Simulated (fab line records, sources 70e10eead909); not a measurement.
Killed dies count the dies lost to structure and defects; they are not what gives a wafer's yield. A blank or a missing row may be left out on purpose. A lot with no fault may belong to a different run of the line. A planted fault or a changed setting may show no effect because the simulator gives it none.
Code-filled problem report in 8D (eight disciplines) form	flow nand-harc	the parts of the form that need people (team, actions taken, sign-off) are left out

1. PROBLEM STATEMENT
Mean of killed-at-array at NHARC_END_SORT_01: 166 across 2 wafers in 2 lots; on wafers with no fault it is 24 (standard deviation 8.4). Measured from the usual mean, that is +17 standard deviations.
First observed at day 23 21:20: wafer L502.1, on prober-02. The record has a number at this step for 7 wafers belonging to 3 lots. Rule for "out" (also "out of limits"): further than 4 standard deviations from the usual mean. All remaining wafers that have a number are taken as sound.

2. WHAT IT IS, WHAT IT ISN'T
question	is	is not
which readings at this step	killed-at-array, killed-dies	killed-at-other, killed-at-periphery, killed-open, killed-short
which lots	L501, L502	L489
which wafers of those lots	L501.1, L502.1	L501.6, L502.4
read on which gauges	prober-01, prober-02	-
when	from day 23 21:20	up to then (3 sound wafers); but 2 sound wafers of L501, L502 came after

3. THE SUSPECTS, EACH WITH WHAT RULES IT OUT
Counting: if a tool at a process step up to the reading ran every lot that is out, it stays a suspect. Sound lots after the first of them don't rule it out here, since some wafers of a struck lot are sound.
- the gauge at NHARC_END_SORT_01: ruled out. Those wafers that are out were read across 2 gauges (prober-01, prober-02).
- acl-dep-02 at NHARC_A_CONTACT_DEP_84 (deposits aC, target thk 2000 nm): kept. It ran every lot that is out, first L502 (day 21 07:59).
- pecvd-03 at NHARC_THIN_TSV_DEP_47 (deposits SiO2, target thk 200 nm): kept. It ran every lot that is out, first L501 (day 23 08:27).
- At NHARC_THIN_TSV_DEP_47, inside pecvd-03: chamber 2 took the wafers that are out, while their sound lot-mates went through chambers 0, 1.
Remaining after the count are acl-dep-02 at NHARC_A_CONTACT_DEP_84 and pecvd-03 at NHARC_THIN_TSV_DEP_47.

4. THE CAUSE (what the simulator had put in)
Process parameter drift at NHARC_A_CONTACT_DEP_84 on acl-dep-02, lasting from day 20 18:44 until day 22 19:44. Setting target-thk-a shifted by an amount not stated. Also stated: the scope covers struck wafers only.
Of the 2 suspects that counting leaves, this tool is one.

5. THE EFFECT CHAIN, in route order
Each row: a reading where the mean over the struck wafers with a number is more than 3 standard deviations away from the usual. Scope: only readings with a usual standard deviation given in the record; hours: median across lots of the time from each lot's start at the first step in this table that gives one to its start at this step; sigmas: change in usual standard deviations.
hours	step	reading	usual	on struck wafers	change	sigmas
0	NHARC_END_SORT_01	killed-at-array	24	166	+142	+17
0	NHARC_END_SORT_01	killed-dies	27	171	+144	+17

6. HOW IT WOULD HAVE BEEN CAUGHT EARLIER
75 hours passed between the start of the fault at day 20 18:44 and the first reading out of limits at a measuring or inspecting step in this record, taken at day 23 21:20.
An alarm limit of 4 standard deviations would not have fired on the tool readings at NHARC_A_CONTACT_DEP_84 for which the record gives a usual standard deviation, since none of them was out on any struck wafer.
By day 23 21:20, every lot that is out (2) had started NHARC_A_CONTACT_DEP_84 on acl-dep-02. Had the tool been put on hold then, not one of them would have been saved.
